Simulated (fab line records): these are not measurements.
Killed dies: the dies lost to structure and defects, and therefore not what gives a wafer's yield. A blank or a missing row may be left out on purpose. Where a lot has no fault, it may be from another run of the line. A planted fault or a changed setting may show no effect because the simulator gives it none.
fab line records ; flow nandHarc
[record] lots = 14; wafers = 42; lastDay = 23
route steps=1159 shown P_CONTACT@234 P_M0@261
lots untouched by any fault: they come from a run of this same line in which no faults occurred
startH: the number of hours between the record's first day and the start of the first shown wafer of the lot ; waitH: time in hours since the lot's previous step ; " the same as in the row above ; L1.1+2: several wafers, shown together as one row ; - no value present, or no start provided ; * or withheld: withheld ; < > ~ a bound
route shown NAME@n: NAME is a module with steps in the file, n the number in the route of the first one ; usual: average and standard deviation across the fault-free wafers ; same: alike in all rows ; chamber/n: place in a boat ; sites: readings site by site ; _std_site: the values' standard deviation ; _edge_site: mean of outer sites minus mean of inner sites ; radiusMm: for every site, how far away it sits from the centre of the wafer ; mask NAME#n: copy n ; behind: the tool/chamber that last shaped the wafer ; hold: why the lot was held/for how many hours/how that ended ; device: the transistor (n, p or np) that didn't switch ; end of line: the tests these same wafers got at the end of their route ; a step given without rows: its recipe and nothing more ; killed: the dies lost at the first sort to structure and to defects; this is not the yield of the wafer ; map: dies across one wafer; x = killed, . = not, _ = none there
set.NAME: the setting that was run; set.NAME@STEP: the one run at that earlier step ; model.NAME: the simulator's own value behind a step, which no gauge read
the route's steps for a sample of lots (tables are steps, rows are wafers)
services: from which hour (startH, from the record's first day; less than 0 if before it) a tool's chamber was out of use, for how many hours, and why
[[steps]]
[step NHARC_P_CONTACT_INSPECT_14]
[usual] rawDefectCount = 3.7/2.4
lot.wafer;tool;chamber;startH;waitH;rawDefectCount
L308.1;defectInspect-01;-;111.17;0.1;0
L308.4;defectInspect-01;-;111.17;0.1;5
L308.5;defectInspect-01;-;111.17;0.1;4
L311.3;defectInspect-02;-;127.05;0.0;5
L311.4;defectInspect-02;-;127.05;0.0;2
L311.6;defectInspect-02;-;127.05;0.0;3
L310.1;defectInspect-02;-;127.32;0.0;5
L310.2;defectInspect-02;-;127.32;0.0;4
L310.6;defectInspect-02;-;127.32;0.0;6
L309.2;defectInspect-01;-;132.75;0.0;7
L309.4;defectInspect-01;-;132.75;0.0;12
L309.6;defectInspect-01;-;132.75;0.0;7
L314.1;defectInspect-02;-;142.52;0.0;4
L314.2;defectInspect-02;-;142.52;0.0;2
L314.3;defectInspect-02;-;142.52;0.0;7
L316.2;defectInspect-02;-;152.41;0.0;3
L316.3;defectInspect-02;-;152.41;0.0;2
L316.6;defectInspect-02;-;152.41;0.0;1
L315.1;defectInspect-01;-;153.05;0.0;1
L315.4;defectInspect-01;-;153.05;0.0;5
L315.6;defectInspect-01;-;153.05;0.0;3
L317.2;defectInspect-01;-;163.28;0.0;5
L317.4;defectInspect-01;-;163.28;0.0;6
L317.5;defectInspect-01;-;163.28;0.0;1
L320.1;defectInspect-01;-;190.80;0.0;3
L320.2;defectInspect-01;-;190.80;0.0;0
L320.4;defectInspect-01;-;190.80;0.0;2
L321.1;defectInspect-01;-;192.17;0.0;4
L321.4;defectInspect-01;-;192.17;0.0;2
L321.5;defectInspect-01;-;192.17;0.0;6
L319.1;defectInspect-01;-;193.95;0.0;2
L319.3;defectInspect-01;-;193.95;0.0;2
L319.6;defectInspect-01;-;193.95;0.0;5
L323.1;defectInspect-01;-;198.72;0.0;1
L323.4;defectInspect-01;-;198.72;0.0;6
L323.5;defectInspect-01;-;198.72;0.0;1
L326.2;defectInspect-02;-;211.68;0.0;2
L326.3;defectInspect-02;-;211.68;0.0;3
L326.6;defectInspect-02;-;211.68;0.0;4
L325.2;defectInspect-02;-;212.21;0.0;4
L325.4;defectInspect-02;-;212.21;0.0;5
L325.6;defectInspect-02;-;212.21;0.0;2
[step NHARC_P_CONTACT_ETCH_35]
[recipe] targetDepthA = 390; overEtchFrac = 0.3; timeS = 65; ionEnergyEv = 80; cf4FlowSccm = 150; arFlowSccm = 0; rfW = 300; biasW = 100; chemistry = CF4
[usual] biasW = 100.00/0.27; chamberPressureMTorr = 50.00/0.044; drypumpMotorCurrentA = 5.6/0.5; mfcArSccm = 0.004/0.0079; oesProductAu = 1.000/0.0071; rfVppV = 151.3/1.2; showerheadPlenumPTorr = 1.77/0.051; throttleValvePct = 13.283/0.009
lot.wafer;tool;chamber;startH;waitH;biasW;chamberPressureMTorr;drypumpMotorCurrentA;mfcArSccm;oesProductAu;rfHoursCounterH;rfVppV;showerheadPlenumPTorr;throttleValvePct
L308.1;rieDiel-06;2;111.32;0.1;100.10;50.05;5.1;0;0.983;4;150.0;1.78;13.277
L308.4;rieDiel-06;3;111.32;0.1;100.17;50.03;6.0;0;1.012;4;151.0;1.72;13.283
L308.5;rieDiel-06;2;111.32;0.1;99.96;50.03;5.1;0;0.994;-;152.0;1.77;13.280
L311.3;rieDiel-09;2;127.19;0.1;99.75;49.94;6.5;0;0.998;2;150.9;1.70;13.284
L311.4;rieDiel-09;1;127.19;0.1;100.47;49.96;5.1;0.006;0.997;3;152.0;1.80;13.300
L311.6;rieDiel-09;3;127.19;0.1;100.33;50.00;5.4;0.016;0.994;-;150.4;1.79;13.289
L310.1;rieDiel-06;3;127.50;0.1;99.90;50.00;6.0;0;1.005;5;150.6;1.72;13.283
L310.2;rieDiel-06;0;127.50;0.1;99.91;50.04;5.8;0;0.995;5;150.1;1.73;13.283
L310.6;rieDiel-06;3;127.50;0.1;100.17;50.00;6.0;0;1.005;-;152.3;1.72;13.281
L309.2;rieDiel-09;2;132.90;0.1;100.21;49.98;6.5;0;0.989;3;150.7;1.70;13.277
L309.4;rieDiel-09;0;132.90;0.1;99.43;49.96;5.1;0;0.999;4;151.3;1.87;13.271
L309.6;rieDiel-09;1;132.90;0.1;99.94;49.99;5.1;0.006;1.009;-;152.6;1.80;13.287
L314.3;rieDiel-06;2;142.67;0.1;99.67;50.02;5.1;0;0.995;8;150.2;1.77;13.293
L314.1;rieDiel-06;3;142.67;0.1;100.00;50.01;6.0;0;1.005;8;150.7;1.71;13.270
L314.2;rieDiel-06;0;142.67;0.1;100.16;49.92;5.8;0;1.004;8;150.1;1.73;13.268
L316.2;rieDiel-06;0;152.67;0.2;99.59;49.93;5.8;0;1.008;8;151.4;1.73;13.280
L316.3;rieDiel-06;3;152.67;0.2;100.19;50.08;6.0;0;1.006;9;149.8;1.71;13.282
L316.6;rieDiel-06;3;152.67;0.2;99.72;50.03;6.0;0;1.000;-;150.2;1.71;13.287
L315.1;rieDiel-06;3;153.34;0.2;99.67;50.02;6.0;0;1.010;9;149.8;1.71;13.289
L315.4;rieDiel-06;0;153.34;0.2;100.04;49.94;5.8;0;1.010;-;149.3;1.73;13.289
L315.6;rieDiel-06;3;153.34;0.2;99.61;49.93;6.0;0;1.012;-;150.8;1.71;13.298
L317.2;rieDiel-09;2;163.43;0.1;100.24;50.02;6.4;0;0.995;8;151.0;1.70;13.273
L317.4;rieDiel-09;0;163.43;0.1;100.18;49.93;5.1;0;0.978;8;153.1;1.87;13.276
L317.5;rieDiel-09;1;163.43;0.1;99.74;50.01;5.1;0.006;0.989;-;151.4;1.80;13.283
L320.4;rieDiel-06;0;190.95;0.1;99.84;49.95;5.7;0;0.992;12;151.7;1.73;13.284
L320.1;rieDiel-06;1;190.95;0.1;99.81;49.99;6.0;0;1.003;9;152.0;1.77;13.298
L320.2;rieDiel-06;2;190.95;0.1;100.04;49.97;5.1;0;1.009;12;151.2;1.77;13.292
L321.1;rieDiel-06;1;192.31;0.1;99.58;49.98;6.0;0;1.005;9;150.8;1.77;13.290
L321.4;rieDiel-06;0;192.31;0.1;100.01;50.00;5.8;0;0.992;13;152.0;1.73;13.286
L321.5;rieDiel-06;1;192.31;0.1;99.62;50.02;6.0;0;1.006;-;150.3;1.77;13.288
L319.1;rieDiel-09;2;194.11;0.1;99.24;49.98;6.5;0;1.006;11;148.9;1.70;13.274
L319.3;rieDiel-09;3;194.11;0.1;99.97;49.96;5.4;0.016;1.005;12;153.1;1.78;13.291
L319.6;rieDiel-09;0;194.11;0.1;100.21;50.02;5.1;0;0.997;-;152.6;1.87;13.265
L323.1;rieDiel-06;3;198.90;0.1;99.49;49.94;6.0;0;1.009;13;148.9;1.71;13.276
L323.4;rieDiel-06;0;198.90;0.1;100.23;50.00;5.8;0;0.989;-;151.6;1.73;13.275
L323.5;rieDiel-06;3;198.90;0.1;99.79;50.02;6.0;0;1.011;-;151.2;1.71;13.304
L326.3;rieDiel-01;2;211.83;0.1;100.11;49.92;4.8;0.037;1.003;27;152.2;1.80;13.287
L326.2;rieDiel-01;0;211.83;0.1;100.02;50.00;5.8;0.007;0.989;15;151.0;1.85;13.279
L326.6;rieDiel-01;2;211.83;0.1;100.34;49.98;4.8;0.037;1.005;-;150.1;1.80;13.263
L325.2;rieDiel-06;1;212.39;0.1;100.37;50.04;6.1;0;1.001;12;150.4;1.77;13.291
L325.6;rieDiel-06;3;212.39;0.1;100.20;49.94;6.0;0;1.008;-;150.6;1.71;13.294
L325.4;rieDiel-06;1;212.39;0.1;100.03;50.08;6.0;0;0.993;-;149.8;1.77;13.289
[step NHARC_P_CONTACT_CD_MEAS_19]
[usual] cdNm = 89.8/1.1
lot.wafer;tool;chamber;startH;waitH;cdNm
L308.1;cdSem-02;-;112.10;-;89.4
L308.4;cdSem-02;-;112.10;-;88.8
L308.5;cdSem-02;-;112.10;-;88.7
L311.3;cdSem-02;-;128.02;-;90.2
L311.4;cdSem-02;-;128.02;-;90.3
L311.6;cdSem-02;-;128.02;-;90.7
L310.1;cdSem-02;-;128.50;-;90.2
L310.2;cdSem-02;-;128.50;-;90.3
L310.6;cdSem-02;-;128.50;-;89.9
L309.2;cdSem-02;-;133.70;-;87.2
L309.4;cdSem-02;-;133.70;-;89.1
L309.6;cdSem-02;-;133.70;-;87.7
L314.1;cdSem-02;-;143.46;-;90.2
L314.2;cdSem-02;-;143.46;-;91.9
L314.3;cdSem-02;-;143.46;-;92.5
L316.2;cdSem-01;-;153.83;-;91.1
L316.3;cdSem-01;-;153.83;-;89.5
L316.6;cdSem-01;-;153.83;-;89.8
L315.1;cdSem-01;-;154.26;-;90.1
L315.4;cdSem-01;-;154.26;-;90.4
L315.6;cdSem-01;-;154.26;-;90.0
L317.2;cdSem-03;-;164.41;-;88.1
L317.4;cdSem-03;-;164.41;-;87.8
L317.5;cdSem-03;-;164.41;-;91.8
L320.1;cdSem-02;-;191.73;-;89.4
L320.2;cdSem-02;-;191.73;-;90.0
L320.4;cdSem-02;-;191.73;-;89.7
L321.1;cdSem-02;-;193.10;-;89.9
L321.4;cdSem-02;-;193.10;-;89.1
L321.5;cdSem-02;-;193.10;-;89.4
L319.1;cdSem-02;-;194.88;-;88.7
L319.3;cdSem-02;-;194.88;-;87.6
L319.6;cdSem-02;-;194.88;-;90.2
L323.1;cdSem-03;-;199.79;-;90.5
L323.4;cdSem-03;-;199.79;-;90.6
L323.5;cdSem-03;-;199.79;-;88.1
L326.2;cdSem-03;-;212.62;-;88.3
L326.3;cdSem-03;-;212.62;-;90.8
L326.6;cdSem-03;-;212.62;-;88.3
L325.2;cdSem-02;-;213.30;-;88.3
L325.4;cdSem-02;-;213.30;-;90.1
L325.6;cdSem-02;-;213.30;-;89.4
[step NHARC_P_M0_PEB_07]
[recipe] pebTempC = 100; pebTimeS = 65
[usual] heaterPowerTotalW = 156.6/0.4; plateTempC = 100.01/0.13
lot.wafer;tool;chamber;startH;waitH;heaterPowerTotalW;plateTempC
L308.1;lithoTrack-06;0;115.17;0.1;156.6;100.06
L308.4;lithoTrack-06;0;115.17;0.1;156.4;99.96
L308.5;lithoTrack-06;0;115.17;0.1;156.2;99.91
L311.3;lithoTrack-01;0;132.16;0.0;156.9;99.95
L311.4;lithoTrack-01;0;132.16;0.0;157.1;99.85
L311.6;lithoTrack-01;0;132.16;0.0;156.1;100.03
L310.1;lithoTrack-01;0;136.70;0.1;156.3;100.13
L310.2;lithoTrack-01;0;136.70;0.1;156.2;100.11
L310.6;lithoTrack-01;0;136.70;0.1;157.1;100.19
L309.2;lithoTrack-04;0;137.81;0.1;157.2;100.09
L309.4;lithoTrack-04;0;137.81;0.1;156.7;99.89
L309.6;lithoTrack-04;0;137.81;0.1;156.7;100.10
L314.1;lithoTrack-01;0;146.53;0.1;157.1;99.88
L314.2;lithoTrack-01;0;146.53;0.1;156.3;99.92
L314.3;lithoTrack-01;0;146.53;0.1;156.0;99.94
L316.2;lithoTrack-06;0;156.97;0.1;157.0;100.18
L316.3;lithoTrack-06;0;156.97;0.1;156.7;100.02
L316.6;lithoTrack-06;0;156.97;0.1;156.6;99.97
L315.1;lithoTrack-04;0;158.95;0.1;157.0;100.06
L315.4;lithoTrack-04;0;158.95;0.1;156.5;99.99
L315.6;lithoTrack-04;0;158.95;0.1;156.1;99.88
L317.2;lithoTrack-04;0;171.61;0.1;155.9;100.22
L317.4;lithoTrack-04;0;171.61;0.1;156.3;100.07
L317.5;lithoTrack-04;0;171.61;0.1;156.3;100.19
L320.1;lithoTrack-01;0;197.17;0.1;156.5;99.96
L320.2;lithoTrack-01;0;197.17;0.1;156.5;100.08
L320.4;lithoTrack-01;0;197.17;0.1;156.3;100.14
L321.1;lithoTrack-04;0;197.82;0.1;157.0;99.81
L321.4;lithoTrack-04;0;197.82;0.1;156.7;99.81
L321.5;lithoTrack-04;0;197.82;0.1;157.2;99.94
L319.1;lithoTrack-04;0;198.70;0.1;157.0;100.14
L319.3;lithoTrack-04;0;198.70;0.1;157.2;100.14
L319.6;lithoTrack-04;0;198.70;0.1;157.0;100.22
L323.1;lithoTrack-01;0;204.41;0.1;156.4;99.84
L323.4;lithoTrack-01;0;204.41;0.1;156.8;100.00
L323.5;lithoTrack-01;0;204.41;0.1;156.2;100.02
L326.2;lithoTrack-01;0;218.40;0.1;149.1;96.65
L326.3;lithoTrack-01;0;218.40;0.1;148.7;96.64
L326.6;lithoTrack-01;0;218.40;0.1;148.6;96.36
L325.2;lithoTrack-01;0;219.07;0.1;149.3;96.38
L325.4;lithoTrack-01;0;219.07;0.1;149.3;96.39
L325.6;lithoTrack-01;0;219.07;0.1;148.4;96.54
[step NHARC_P_M0_CD_MEAS_09]
[recipe] targetCdNm = 90; landingEnergyEv = 500
[usual] cdNm = 89.8/0.56
lot.wafer;tool;chamber;startH;waitH;cdNm
L308.1;cdSem-02;0;115.25;-;89.8
L308.4;cdSem-02;0;115.25;-;90.0
L308.5;cdSem-02;0;115.25;-;89.5
L311.3;cdSem-02;0;132.25;-;90.1
L311.4;cdSem-02;0;132.25;-;90.3
L311.6;cdSem-02;0;132.25;-;90.0
L310.1;cdSem-02;0;136.77;-;89.7
L310.2;cdSem-02;0;136.77;-;88.7
L310.6;cdSem-02;0;136.77;-;89.8
L309.2;cdSem-03;0;137.89;-;89.9
L309.4;cdSem-03;0;137.89;-;90.5
L309.6;cdSem-03;0;137.89;-;89.2
L314.1;cdSem-02;0;146.61;-;90.3
L314.2;cdSem-02;0;146.61;-;90.1
L314.3;cdSem-02;0;146.61;-;90.8
L316.2;cdSem-03;0;157.05;-;89.3
L316.3;cdSem-03;0;157.05;-;88.9
L316.6;cdSem-03;0;157.05;-;88.7
L315.1;cdSem-03;0;159.02;-;88.8
L315.4;cdSem-03;0;159.02;-;89.5
L315.6;cdSem-03;0;159.02;-;89.1
L317.2;cdSem-03;0;171.69;-;89.6
L317.4;cdSem-03;0;171.69;-;90.0
L317.5;cdSem-03;0;171.69;-;89.6
L320.1;cdSem-02;0;197.25;-;89.1
L320.2;cdSem-02;0;197.25;-;89.4
L320.4;cdSem-02;0;197.25;-;89.8
L321.1;cdSem-03;0;197.90;-;90.7
L321.4;cdSem-03;0;197.90;-;90.8
L321.5;cdSem-03;0;197.90;-;91.0
L319.1;cdSem-01;0;198.77;-;89.6
L319.3;cdSem-01;0;198.77;-;89.5
L319.6;cdSem-01;0;198.77;-;89.9
L323.1;cdSem-02;0;204.49;-;89.5
L323.4;cdSem-02;0;204.49;-;89.9
L323.5;cdSem-02;0;204.49;-;90.2
L326.2;cdSem-02;0;218.48;-;75.2
L326.3;cdSem-02;0;218.48;-;75.4
L326.6;cdSem-02;0;218.48;-;76.1
L325.2;cdSem-01;0;219.15;-;76.3
L325.4;cdSem-01;0;219.15;-;76.3
L325.6;cdSem-01;0;219.15;-;75.5
[[services]]
tool;chamber;startH;hours;kind
lithoTrack-01;-;93.00;7.0;pm
rieDiel-06;0;97.70;-;clean
rieDiel-06;1;97.70;-;clean
rieDiel-06;2;97.70;-;clean
rieDiel-06;3;97.70;-;clean
rieDiel-01;1;111.30;2.4;repair
lithoTrack-06;-;117.00;7.0;pm
rieDiel-01;2;121.32;4.8;repair
rieDiel-06;0;122.20;-;clean
rieDiel-06;1;122.20;-;clean
rieDiel-06;2;122.20;-;clean
rieDiel-06;3;122.20;-;clean
rieDiel-06;1;122.87;5.4;repair
rieDiel-01;1;133.71;5.2;repair
rieDiel-01;-;138.25;9.0;pm
lithoTrack-04;-;141.00;7.0;pm
rieDiel-06;0;146.70;-;clean
rieDiel-06;1;146.70;-;clean
rieDiel-01;3;147.61;17.8;repair
rieDiel-09;0;148.17;5.7;repair
rieDiel-06;1;150.62;12.8;repair
rieDiel-01;0;183.09;9.5;repair
rieDiel-01;0;193.23;15.4;repair
rieDiel-06;2;198.34;18.5;repair
[[key]]
[firstSign] step = NHARC_P_M0_PEB_07; reading = plateTempC; direction = down; sigmas = 27; usual = *; struck = *
[effect] step = NHARC_P_M0_PEB_07; reading = heaterPowerTotalW; direction = down; sigmas = 19; usual = *; struck = *
[effect] step = NHARC_P_M0_CD_MEAS_09; reading = cdNm; direction = down; sigmas = 25; usual = 89.8; struck = 75.8
metAt NHARC_P_M0_PEB_07
struckLots L325,L326
sortLeftOut L325.2,L325.4,L325.6,L326.2,L326.3,L326.6
notActingAt NHARC_P_CONTACT_INSPECT_14,NHARC_P_CONTACT_ETCH_35,NHARC_P_CONTACT_CD_MEAS_19
onsetBetween 204.41 218.40
[fault] kind = processParameterDrift; tool = lithoTrack-01; chamber = -; onsetH = 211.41; steps = NHARC_P_M0_PEB_07; channel = pebTempC; offset = *; shape = step; endH = 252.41; actsIn = *; stated = *
// sortLeftOut: the simulated sort isn't trusted on such a fault, so these wafers' sort isn't shown, and their yield isn't known
